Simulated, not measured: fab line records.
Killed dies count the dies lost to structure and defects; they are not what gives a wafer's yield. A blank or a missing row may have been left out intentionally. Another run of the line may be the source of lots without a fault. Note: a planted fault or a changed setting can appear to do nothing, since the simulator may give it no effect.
Which of the tools did it? ; flow n5Finfet ; 10 lots, 29 wafers sampled, at 3 steps of a route of 1938

== WHAT EACH GAUGE READ, for each wafer ==
N5_BEOL_M14_CD_MEAS_28: target cd 284.4 nm.
lot;measured;on;cdNm (nm)
L515;day 12 06:04;cdSem-02;285.0 284.8 287.4
L514;day 12 23:56;cdSem-02;282.7 285.4
L518;day 13 18:06;cdSem-02;290.0 285.9 282.4
L520;day 14 12:33;cdSem-01;284.8 282.6 281.8
L525;day 15 14:29;cdSem-03;296.6 295.2 303.4
L522;day 15 15:20;cdSem-02;300.4 298.1 297.3
L530;day 16 19:16;cdSem-01;286.2 285.1 284.7
L531;day 17 09:40;cdSem-03;284.9 285.1 286.9
L532;day 17 11:08;cdSem-03;284.1 286.3 286.7
L536;day 18 14:40;cdSem-01;279.5 283.5 278.7

== EACH LOT AND THE TOOL THAT RAN IT (in order: tool; ch and the chambers of the sampled wafers; start) ==
lot;N5_BEOL_M14_VIA_ETCH_16;N5_BEOL_M14_PEB_26
L515;rieDiel-05 ch 0,1,2, day 12 05:23;lithoTrack-02 ch 0, day 12 05:57
L514;rieDiel-03 ch 0,3, day 12 23:13;lithoTrack-04 ch 0, day 12 23:49
L518;rieDiel-03 ch 0,1, day 13 17:18;lithoTrack-04 ch 0, day 13 17:59
L520;rieDiel-03 ch 1,3, day 14 11:44;lithoTrack-04 ch 0, day 14 12:26
L525;rieDiel-02 ch 0,3, day 15 13:49;lithoTrack-04 ch 0, day 15 14:22
L522;rieDiel-05 ch 1,2,3, day 15 14:29;lithoTrack-04 ch 0, day 15 15:13
L530;rieDiel-03 ch 1,2, day 16 18:28;lithoTrack-02 ch 0, day 16 19:09
L531;rieDiel-03 ch 1,2,3, day 17 08:57;lithoTrack-02 ch 0, day 17 09:33
L532;rieDiel-03 ch 1,2,3, day 17 10:27;lithoTrack-02 ch 0, day 17 11:01
L536;rieDiel-02 ch 0,1,3, day 18 13:52;lithoTrack-04 ch 0, day 18 14:32
- N5_BEOL_M14_VIA_ETCH_16: etches SiO2 in C4F8/O2/Ar, target depth 1231.3 nm.
- N5_BEOL_M14_PEB_26: peb time 90 s.

== THE ANSWER, worked out from the rows above alone ==
Rule: the lots themselves supply what counts as usual. Put in order of their means at a reading, lots are off if they are a third of the lots or fewer, leave a main group of 4 or more, and stand apart from it by a gap of 3 or more times the standard deviation of the main group's means; of several such gaps the widest counts. Not used: any main group whose means are identical at the precision the tables above print for the reading. A lot without any number at a reading at which 4 lots or more have one is off too. Any other lot the step has rows for is counted as sound.
Off, at N5_BEOL_M14_CD_MEAS_28 on cdNm: L525, L522. Mean 284.5 nm and standard deviation 1.8 in the main group.
If a tool, at a process step before that reading, ran all the lots that are off and no sound lot after the first of them, it fits. Those tools and the gauges at N5_BEOL_M14_CD_MEAS_28 are tried in the same way. None of those tried fits.

== WHAT THE SIMULATOR PUT IN ==
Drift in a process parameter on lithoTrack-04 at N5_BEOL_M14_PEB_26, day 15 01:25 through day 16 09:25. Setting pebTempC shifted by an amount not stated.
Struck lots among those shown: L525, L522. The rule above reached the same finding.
